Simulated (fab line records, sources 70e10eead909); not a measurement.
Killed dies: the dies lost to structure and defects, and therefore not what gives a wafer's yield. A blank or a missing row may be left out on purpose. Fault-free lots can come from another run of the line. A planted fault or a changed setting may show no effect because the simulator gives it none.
Which tool was responsible? -- flow nandHarc -- 12 lots with 36 wafers sampled at 6 steps, on a route of 1159 steps

## WHAT THE GAUGES SHOWED, per wafer
NHARC_P_BONDPAD_INSPECT_23.
lot,measured,on,rawDefectCount
L522,day 7 04:06,defectInspect-02,256 297 306
L525,day 7 11:28,defectInspect-02,209 274 237
L524,day 7 15:56,defectInspect-01,299 205 206
L526,day 7 17:48,defectInspect-02,259 350 328
L530,day 8 14:23,defectInspect-02,298 247 354
L529,day 8 19:32,defectInspect-02,295 260 261
L531,day 9 04:56,defectInspect-02,339 487 789
L534,day 9 18:11,defectInspect-02,292 299 364
L532,day 9 18:25,defectInspect-01,401 453 382
L537,day 10 16:28,defectInspect-01,308 182 226
L540,day 10 23:02,defectInspect-01,407 381 286
L543,day 11 17:16,defectInspect-02,195 391 284

NHARC_A_ONON_D1_THK_MEAS_14: measures by ellipsometry.
lot,measured,on,thkNm (nm)
L522,day 8 06:37,filmMetro-01,995 995 994
L525,day 8 16:24,filmMetro-02,987 988 988
L524,day 8 16:32,filmMetro-01,1012 1012 1014
L526,day 8 21:43,filmMetro-02,1009 1008 1009
L530,day 9 16:49,filmMetro-01,1007 1006 1007
L529,day 9 21:40,filmMetro-01,993 994 993
L531,day 10 09:53,filmMetro-01,993 993 993
L534,day 10 21:37,filmMetro-01,996 996 995
L532,day 10 21:58,filmMetro-02,1007 1005 1005
L537,day 11 17:57,filmMetro-01,1000 997 1000
L540,day 12 01:20,filmMetro-02,1570 1570 1568
L543,day 12 18:59,filmMetro-01,1569 1570 1572

NHARC_END_SORT_01.
lot,measured,on,killedAtArray,killedAtOther,killedAtPeriphery,killedDies,killedOpen,killedShort
L540,day 23 19:01,prober-02,668 671 670,0 0 0,9 6 7,677 677 677,3 4 3,2 3 0
L543,day 24 11:37,prober-02,675 672 672,1 0 1,1 5 4,677 677 677,4 5 6,1 3 3

## WHICH TOOL RAN EACH LOT (tool, then ch and the chambers of the sampled wafers, then the start)
lot,NHARC_P_BONDPAD_ETCH_12,NHARC_P_BONDPAD_ACTIVATE_29,NHARC_A_ONON_D1_DEP_12
L522,"rieDiel-04 ch 1,3, day 7 04:06 or earlier","rieDiel-04 ch 0,2, day 7 04:10","pecvdOnon-04 ch 0, day 8 06:13"
L525,"rieDiel-12 ch 0,2,3, day 7 11:28 or earlier","rieDiel-04 ch 2,3, day 7 11:32","pecvdOnon-02 ch 0, day 8 16:00"
L524,"rieDiel-04 ch 1,2, day 7 15:56 or earlier","rieDiel-04 ch 0,2,3, day 7 16:01","pecvdOnon-04 ch 0, day 8 16:08"
L526,"rieDiel-04 ch 1,2,3, day 7 17:48 or earlier","rieDiel-04 ch 0,2,3, day 7 17:53","pecvdOnon-04 ch 0, day 8 21:16"
L530,"rieDiel-04 ch 1,2,3, day 8 14:23 or earlier","rieDiel-04 ch 1,2,3, day 8 14:27","pecvdOnon-02 ch 0, day 9 16:22"
L529,"rieDiel-04 ch 0,2,3, day 8 19:32 or earlier","rieDiel-10 ch 0,2, day 8 19:36","pecvdOnon-03 ch 0, day 9 21:13"
L531,"rieDiel-12 ch 0,3, day 9 04:56 or earlier","rieDiel-04 ch 0,1,3, day 9 05:01","pecvdOnon-03 ch 0, day 10 09:22"
L534,"rieDiel-04 ch 0,2,3, day 9 18:11 or earlier","rieDiel-04 ch 0,1,2, day 9 18:15","pecvdOnon-03 ch 0, day 10 21:10"
L532,"rieDiel-04 ch 0,3, day 9 18:25 or earlier","rieDiel-04 ch 0,1, day 9 18:29","pecvdOnon-03 ch 0, day 10 21:27"
L537,"rieDiel-04 ch 0,1,3, day 10 16:28 or earlier","rieDiel-04 ch 0,1, day 10 16:32","pecvdOnon-04 ch 0, day 11 17:26"
L540,"rieDiel-04 ch 0,3, day 10 23:02 or earlier","rieDiel-12 ch 0,2, day 10 23:07","pecvdOnon-04 ch 0, day 12 00:52"
L543,"rieDiel-04 ch 0,1,3, day 11 17:16 or earlier","rieDiel-04 ch 1,2,3, day 11 17:19","pecvdOnon-04 ch 0, day 12 18:28"
- NHARC_P_BONDPAD_ETCH_12: etches the open film in CHF3/O2, target depth 200 nm, time 100 s.
- NHARC_P_BONDPAD_ACTIVATE_29: chemistry N2, time 60 s.
- NHARC_A_ONON_D1_DEP_12: target thk 1000 nm.

## AS READ BY THE TOOLS THEMSELVES (means over the sampled wafers that have a number; for cases with no such wafer, the mark the record gives instead)
NHARC_P_BONDPAD_ETCH_12.
lot,tool,drypumpMotorCurrentA (A),oesProductAu (a.u.),rfVppV (V),showerheadPlenumPTorr (Torr),throttleValvePct (%)
L522,rieDiel-04,6.1,0.930,373.0,2.47,20.570
L525,rieDiel-12,5.3,0.930,367.0,2.24,20.575
L524,rieDiel-04,5.3,0.927,371.7,2.51,20.579
L526,rieDiel-04,5.7,0.924,372.1,2.47,20.572
L530,rieDiel-04,5.7,0.932,371.8,2.46,20.576
L529,rieDiel-04,5.7,0.920,372.5,2.46,20.571
L531,rieDiel-12,5.5,0.949,366.2,2.22,20.575
L534,rieDiel-04,5.7,0.921,372.6,2.46,20.568
L532,rieDiel-04,6.1,0.926,372.3,2.46,20.568
L537,rieDiel-04,5.7,0.926,372.6,2.51,20.570
L540,rieDiel-04,6.1,0.922,372.3,2.46,20.575
L543,rieDiel-04,5.7,0.921,373.1,2.51,20.578

NHARC_P_BONDPAD_ACTIVATE_29.
lot,tool,drypumpMotorCurrentA (A),oesProductAu (a.u.),rfVppV (V),showerheadPlenumPTorr (Torr)
L522,rieDiel-04,5.4,1.005,64.6,1.85
L525,rieDiel-04,5.7,1.000,64.6,1.78
L524,rieDiel-04,5.7,0.993,64.1,1.82
L526,rieDiel-04,5.7,1.001,64.7,1.82
L530,rieDiel-04,5.7,1.002,63.7,1.81
L529,rieDiel-10,5.5,1.005,63.7,1.71
L531,rieDiel-04,5.7,1.004,64.7,1.85
L534,rieDiel-04,5.3,1.002,64.8,1.85
L532,rieDiel-04,5.3,1.000,64.5,1.89
L537,rieDiel-04,5.3,0.992,63.5,1.88
L540,rieDiel-12,5.3,1.003,64.5,1.83
L543,rieDiel-04,5.7,0.996,63.8,1.81

## THE ANSWER, worked out from the rows above alone
Rule: the usual values come from the lots themselves. Put in order of their means at a reading, lots are off if they are a third of the lots or fewer, leave a main group of 4 or more, and stand apart from it by a gap of 3 or more times the standard deviation of the main group's means; of several such gaps the widest counts. A main group is skipped when, at the precision printed for the reading in the tables above, its means are all equal. A lot without any number at a reading at which 4 lots or more have one is off too. Any other lot the step has rows for is counted as sound. The gauges are gone through in route order, then the tools' own readings, and for those a lot's mean is taken as printed above. At the first step where some lot is off, the reading lying furthest off is the one used; lots without a number count as furthest.
Off, at NHARC_A_ONON_D1_THK_MEAS_14 on thkNm: L540, L543. The main group: mean 1000 nm, standard deviation 7.8.
A tool fits if, at a process step before that reading, it ran every lot that is off, and no sound lot after the first of them. The gauges at NHARC_A_ONON_D1_THK_MEAS_14 are tried like those tools. NHARC_P_BONDPAD_ETCH_12: start missing for some lots; hours and lot order therefore follow NHARC_P_BONDPAD_INSPECT_23. 2 tools fit, rieDiel-04 at NHARC_P_BONDPAD_ETCH_12 and pecvdOnon-04 at NHARC_A_ONON_D1_DEP_12, so this cannot tell which one it is.

## WHAT THE SIMULATOR HAD PUT IN
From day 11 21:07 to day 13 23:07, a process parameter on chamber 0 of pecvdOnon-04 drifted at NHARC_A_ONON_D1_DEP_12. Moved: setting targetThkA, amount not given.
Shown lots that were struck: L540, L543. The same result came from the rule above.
